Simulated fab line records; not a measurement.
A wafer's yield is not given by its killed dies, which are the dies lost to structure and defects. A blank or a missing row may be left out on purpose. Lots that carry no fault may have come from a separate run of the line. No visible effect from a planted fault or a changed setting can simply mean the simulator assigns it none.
A lot that was struck, set against a sound lot ; flow n5-finfet ; 36 steps out of a route of 1938
Sound: wafers L964.1, L964.5, L964.6. Wafers struck: L957.3, L957.4, L957.5. Last of all comes the cause.
Order at every step that has rows: each side's tool, ch and its chambers, its first start. Under that, the readings that differ: sound wafers ; struck wafers ; difference of the means ; sigmas: that difference in standard deviations of wafers without a fault.
alike: words and numbers the same on both sides, and readings whose means are apart by under 2 such deviations; not compared: readings that were withheld, readings missing a value for some wafer, numbers with overlapping values and no deviation given by the record, and bounds like >300 which may hide the same value.
A row with sigmas, a row that says differs or no value, or rows on one side alone: a step with any of these is where the two part. Numbers that don't overlap but have no deviation are shown without sigmas and don't part them. A reading missing from all wafers of one side parts the sides only when that side holds two or more wafers.

first, 9 steps without rows for these wafers: N5_BEOL_M4_ANNEAL_95 (time 240 s); N5_BEOL_M4_SPUTTER_96 (material Cu, target thk 4.5 nm, time 8.29 s); N5_BEOL_M4_ECD_50 (material Cu, target thk 300 nm); N5_BEOL_M4_ANNEAL_51 (time 90 s); N5_BEOL_M4_CMP_52 (polishes, stops on SiOC, t overpolish 6.8 s, target thk 40 nm); N5_BEOL_M4_PRE_CLEAN_60 (time 15 s); N5_BEOL_M4_CO_CAP_55 (material Co, precursor CCTBA/H2, target thk 2 nm, time 102.1 s); N5_BEOL_M4_PRE_CLEAN_56 (time 15 s); N5_BEOL_M4_DEP_57 (deposits SiCN from 3MS/NH3, target thk 8 nm, time 14 s).
N5_BEOL_M4_RC_MEAS_101:
  sound on prober-02 ch 0, day 15 22:40; struck on prober-02 ch 0, day 15 09:07
  alike: DIBL_N, DIBL_P, IOFF_N, IOFF_P, ION_N, ION_P, SS_N, SS_P, VT_N, VT_P
then, 24 steps without rows for these wafers: N5_BEOL_M5_ILD_DEP_00 (deposits SiCOH lowk from DEMS/porogen, target thk 140.64 nm, time 25.9 s); N5_BEOL_M5_CURE_79 (cures SiCOH lowk, time 240 s); N5_BEOL_M5_PECVD_70 (deposits SiO2 from TEOS/O2, target thk 16 nm, time 18 s); N5_BEOL_M5_HM_DEP_02 (deposits TiN, target thk 20 nm); N5_BEOL_M5_COAT_59 (time 60 s, resist thk 60 nm); N5_BEOL_M5_COAT_60 (time 60 s, resist thk 12 nm); N5_BEOL_M5_COAT_71 (time 60 s, resist thk 5 nm); N5_BEOL_M5_COAT_05 (resist thk 30 nm); N5_BEOL_M5_EBR_07; N5_BEOL_M5_SOFTBAKE_06 (time 60 s); N5_BEOL_M5_EXPOSE_08 (exposes mask M5, target cd 28 nm); N5_BEOL_M5_PEB_09 (peb time 60 s); N5_BEOL_M5_DEVELOP_10 (develop time 30 s); N5_BEOL_M5_DESCUM_16 (chemistry O2, time 7 s); N5_BEOL_M5_ETCH_72 (etches underlayer in N2/H2, target depth 6.5 nm, time 5.2 s); N5_BEOL_M5_ETCH_61 (etches SiARC in CF4, target depth 15.6 nm, time 26 s); N5_BEOL_M5_ETCH_62 (etches SOC in N2/H2, target depth 75 nm, overetch 15 nm, time 112.5 s); N5_BEOL_M5_STRIP_63 (strips in N2/H2); N5_BEOL_M5_STRIP_73 (strips in N2/H2); N5_BEOL_M5_STRIP_64 (strips in CF4); N5_BEOL_M5_HM_OPEN_17 (chemistry Cl2/BCl3, target TiN, target depth 20 nm, overetch 6 nm); N5_BEOL_M5_STRIP_19 (strips in O2); N5_BEOL_M5_COAT_65 (time 60 s, resist thk 60 nm); N5_BEOL_M5_COAT_66 (time 60 s, resist thk 12 nm).
N5_BEOL_M5_VIA_ETCH_34: etches SiCOH lowk in C4F6/O2, target depth 88.3 nm, time 39.2 s.
  sound on rie-diel-05 ch 2,3, day 16 13:05; struck on rie-diel-06 ch 1,2,3, day 16 00:28
  no value came back on the struck wafers for any of 7 readings (C4F6_flow_sccm (sccm), O2_flow_sccm (sccm) and others); on the sound wafers C4F6_flow_sccm (sccm) reads 10.005 10.016 9.955
reading;sound;struck;difference;sigmas
model.SiARC_of_BEOL_M5_COAT_66.thk-nm (nm);0 0 0;6.4 6.4 5.8;+6.2;
model.SOC_of_BEOL_M5_COAT_65.thk-nm (nm);55.4 55.6 55.8;60 60 60;+4;
  not compared: rf-hours-counter-h
-- a jump in the record: the struck wafers' starts before and after are 4 days apart (it breaks off in module BEOL_M5 and resumes in module PASSIVATION, where the first step shown is number 1936 of the route) --
N5_PASSIVATION_PROBE_49:
  sound: prober-01 at day 21 16:10; struck: prober-01 at day 20 12:02
reading;sound;struck;difference;sigmas
defect-limited-yield (%);90.3 91.4 89.7;0 0 0;-90;-57
killed_at_M4_up;13 8 13;1096 1095 1064;+1074;+99 or more
killed-dies;115 101 122;1180 1180 1180;+1067;+56
killed-on-rim;12 16 10;152 152 152;+139;+32
sort_bin_5_function (%);5.6 5.3 6.9;97.0 96.2 95.8;+90.4;+90
sort-n-pass;1065 1079 1058;0 0 0;-1067;-53
sort-yield-pct (%);90.3 91.4 89.7;0 0 0;-90;-53
  alike: killed_at_M0_to_M3, killed-at-contacts, killed-at-front-end, killed-at-other, killed-open, killed-short, sort_bin_4_leakage, sort_bin_6_memory

WHERE THEY PART
Earliest at N5_BEOL_M5_VIA_ETCH_34; latest, in this record, at N5_PASSIVATION_PROBE_49.

WHY: whatever the simulator had introduced
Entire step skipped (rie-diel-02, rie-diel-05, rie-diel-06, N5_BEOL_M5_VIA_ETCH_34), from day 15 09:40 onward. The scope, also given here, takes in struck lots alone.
